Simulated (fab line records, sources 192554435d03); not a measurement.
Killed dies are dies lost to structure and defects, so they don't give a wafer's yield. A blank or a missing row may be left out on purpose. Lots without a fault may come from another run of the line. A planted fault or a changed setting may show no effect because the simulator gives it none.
Chamber matching | flow n5_finfet | N5_BEOL_M8_PECVD_70 on pecvd-01: 3 sister chambers
The step deposits SiO2 from TEOS/O2, target thk 20 nm, time 22.7 s. 16 wafers are shown with their chamber, then 8 later ones without.

WAFERS WITH THEIR CHAMBER
wafer  | chamber | showerhead_plenum_p_Torr (Torr) | throttle_valve_pct (%) | heater_power_w (W)
L076.2 | 0       | 8.75                            | 22.6                   | 676
L076.4 | 2       | 8.67                            | 21.2                   | 651
L076.5 | 1       | 8.90                            | 22.8                   | 614
L078.1 | 1       | 8.91                            | 22.5                   | 627
L078.4 | 2       | 8.71                            | 21.4                   | 553
L078.5 | 0       | 8.78                            | 22.3                   | 696
L081.1 | 1       | 8.91                            | 22.5                   | 634
L081.2 | 2       | 8.68                            | 21.3                   | 666
L081.3 | 0       | 8.76                            | 22.4                   | 653
L083.2 | 2       | 8.66                            | 21.2                   | 642
L083.5 | 0       | 8.76                            | 22.8                   | 764
L083.6 | 2       | 8.70                            | 21.2                   | 677
L087.1 | 2       | 8.69                            | 21.3                   | 654
L087.4 | 2       | 8.68                            | 21.3                   | 666
L087.5 | 0       | 8.75                            | 22.4                   | 703
L088.2 | 0       | 8.75                            | 22.4                   | 668

SIGNATURES (means of the wafers above)
reading                  | chamber 0 | chamber 1 | chamber 2 | scatter within a chamber
showerhead_plenum_p_Torr | 8.7583    | 8.9067    | 8.6843    | 0.0139
throttle_valve_pct       | 22.483    | 22.600    | 21.271    | 0.142
heater_power_w           | 693.33    | 625.00    | 644.14    | 37.6
Rule: a wafer's distance from a chamber is the root of the sum, over the readings, of the square of ((its reading less the chamber's mean) divided by the reading's scatter). The wafer belongs to the nearest chamber; if the next one is less than 2 further off, it can't be placed. The scatter: the root of (the sum of the squares of (reading less its chamber's mean) over the shown wafers, divided by (wafers less chambers)).

WAFERS WITHOUT THEIR CHAMBER
wafer  | showerhead_plenum_p_Torr (Torr) | throttle_valve_pct (%) | heater_power_w (W)
L088.3 | 8.88                            | 22.7                   | 623
L088.5 | 8.74                            | 22.5                   | 675
L093.1 | 8.90                            | 22.7                   | 681
L093.4 | 8.73                            | 22.6                   | 758
L093.6 | 8.71                            | 21.5                   | 567
L096.1 | 8.74                            | 22.2                   | 717
L096.3 | 8.90                            | 22.4                   | 556
L096.4 | 8.76                            | 22.4                   | 710

WHICH CHAMBER EACH WENT THROUGH
wafer  | from the rows above | in truth
L088.3 | 1                   | 1
L088.5 | 0                   | 0
L093.1 | 1                   | 1
L093.4 | 0                   | 0
L093.6 | 2                   | 2
L096.1 | 0                   | 0
L096.3 | 1                   | 1
L096.4 | 0                   | 0
Placed correctly: 8 of 8. Can't be placed from these rows: 0. Placed wrongly: 0.
